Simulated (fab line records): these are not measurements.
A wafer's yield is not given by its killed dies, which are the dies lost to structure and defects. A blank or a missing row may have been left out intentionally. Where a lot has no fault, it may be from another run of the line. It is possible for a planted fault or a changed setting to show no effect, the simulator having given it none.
A lot that was struck, set against a sound lot ; flow n5 finfet ; 35 out of 1938 route steps
Sound: these wafers, L970.3, L970.4, L970.6. Struck: wafer L961.4 (left out: L961.2, L961.3 of the same lot, which were not struck); the cause appears at the end.
For every step that has rows: the tool of each side, followed by ch and its chambers, followed by its first start. Under that, the readings that differ: sound wafers ; struck wafers ; difference of the means ; sigmas: that difference in standard deviations of wafers without a fault.
alike: a reading whose means differ by less than 2 such deviations, as well as words and numbers matching on both sides. not compared: withheld readings; readings where some wafer has no value; bounds like >300 that might hide an equal value; numbers whose values overlap and for which the record gives no deviation.
Wherever a step has rows on one side only, a row that says differs or no value, or a row with sigmas, the two part there. Numbers that don't overlap but have no deviation are shown without sigmas and don't part them. A reading missing from all wafers of one side parts the sides only when that side holds two or more wafers.

first, 10 steps without rows for these wafers: N5_GATE_CUT_DESCUM_18 (chemistry O2, time 7 s); N5_GATE_CUT_ETCH_28 (etches underlayer in N2/H2, target depth 13 nm, time 10.4 s); N5_GATE_CUT_ETCH_36 (etches SiARC in CF4, target depth 13 nm, time 21.7 s); N5_GATE_CUT_ETCH_37 (etches SOC in N2/H2, target depth 60 nm, overetch 12 nm, time 90 s); N5_GATE_CUT_STRIP_38 (strips in N2/H2); N5_GATE_CUT_STRIP_39 (strips in N2/H2); N5_GATE_CUT_HM_OPEN_40 (chemistry C4F6/O2, target SiO2, target depth 139 nm, time 85.1 s); N5_GATE_CUT_STRIP_41 (strips in CF4); N5_GATE_CUT_STRIP_42 (strips in O2); N5_GATE_CUT_ETCH_19 (etches SiNx in CH3F/O2, target depth 53.7 nm, time 76.7 s).
N5_GATE_CUT_CUT_ETCH_53: etches W in SF6/Cl2, target depth 79.2 nm.
  sound on rie metal-03 ch 0,1, day 9 05:02; struck on rie metal-02 ch 1, day 7 01:17
reading;sound;struck;difference;sigmas
etch rf on time s (s);25.8 25.5 25.6;34.3;+8.7;+24
throttle valve pct (%);29.39 29.07 29.08;28.43;-0.75;-3
model.etch.depth nm (nm);67.12 67.12 67.12;55.57;-11.55;
  alike: drypump motor current A, oes product au
  not compared: rf hours counter h
N5_GATE_CUT_CUT_ETCH_54: etches TiN in Cl2/BCl3, target depth 96.7 nm.
  sound on rie metal-03 ch 0,1, day 9 05:06; struck on rie metal-02 ch 1, day 7 01:21
reading;sound;struck;difference;sigmas
etch rf on time s (s);35.8 35.6 35.7;47.9;+12.2;+24
oes product au (a.u.);0.77 0.68 0.68;0.31;-0.40;-4
  alike: drypump motor current A, throttle valve pct
  not compared: rf hours counter h
N5_GATE_CUT_ETCH_47: etches SiO2 in Cl2/BCl3, target depth 10 nm.
  sound on rie metal-03 ch 0,1, day 9 05:11; struck on rie metal-02 ch 1, day 7 01:26
reading;sound;struck;difference;sigmas
model.GATE_CUT.cd nm (nm);20 19.2 19.2;18.2;-1.3;
  alike: drypump motor current A, oes product au, throttle valve pct
  not compared: rf hours counter h
then, 20 steps without rows for these wafers: N5_GATE_CUT_VAPOR_ETCH_48 (etches TiN in BCl3/Cl2); N5_GATE_CUT_VAPOR_ETCH_49 (etches TiAlC in BCl3/Cl2); N5_GATE_CUT_VAPOR_ETCH_51 (etches HfO2 in BCl3/Cl2); N5_GATE_CUT_STRIP_21 (strips in N2/H2, time 30 s); N5_GATE_CUT_STRIP_29 (strips in post etch residue remover, time 60 s); N5_GATE_CUT_SRD_52 (time 30 s); N5_GATE_CUT_ALD_22 (deposits SiNx, target thk 16 nm, pulse time 1 s, ald cycles 320); N5_GATE_CUT_CMP_23 (polishes, stops on SiO2, t overpolish 23.4 s, target thk 16 nm); N5_GATE_CUT_CMP_43 (polishes SiO2); N5_GATE_CUT_CMP_61 (polishes, stops on SiNx, t overpolish 3 s); N5_MOL_CONTACT_COAG_COAT_103 (time 60 s, resist thk 80 nm); N5_MOL_CONTACT_COAG_COAT_104 (time 60 s, resist thk 12 nm); N5_MOL_CONTACT_COAG_COAT_58 (time 60 s, resist thk 10 nm); N5_MOL_CONTACT_COAG_COAT_02 (resist thk 30 nm); N5_MOL_CONTACT_COAG_EBR_04; N5_MOL_CONTACT_COAG_SOFTBAKE_03 (time 60 s); N5_MOL_CONTACT_COAG_EXPOSE_05 (exposes mask CA, defocus 0 nm); N5_MOL_CONTACT_COAG_PEB_06 (peb time 60 s); N5_MOL_CONTACT_COAG_DEVELOP_07 (develop time 30 s); N5_MOL_CONTACT_COAG_DESCUM_13 (chemistry O2, time 7 s).
N5_BEOL_M4_RC_MEAS_101:
  the record has rows for the sound wafers here (prober-01 ch 0, day 12 14:14) and none for the struck ones
-- a jump in the record: the struck wafers' starts before and after are 7 days apart (it breaks off in module BEOL_M4 and resumes in module PASSIVATION, where the first step shown is number 1936 of the route) --
N5_PASSIVATION_PROBE_49:
  record: rows for the struck wafers here (prober-01, day 14 13:04), none for the sound ones

WHERE THEY PART
Earliest at N5_GATE_CUT_CUT_ETCH_53; latest, in this record, at N5_PASSIVATION_PROBE_49.

WHY: the cause the simulator had injected
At N5_GATE_CUT_CUT_ETCH_53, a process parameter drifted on rie metal-02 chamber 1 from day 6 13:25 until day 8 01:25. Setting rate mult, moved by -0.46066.
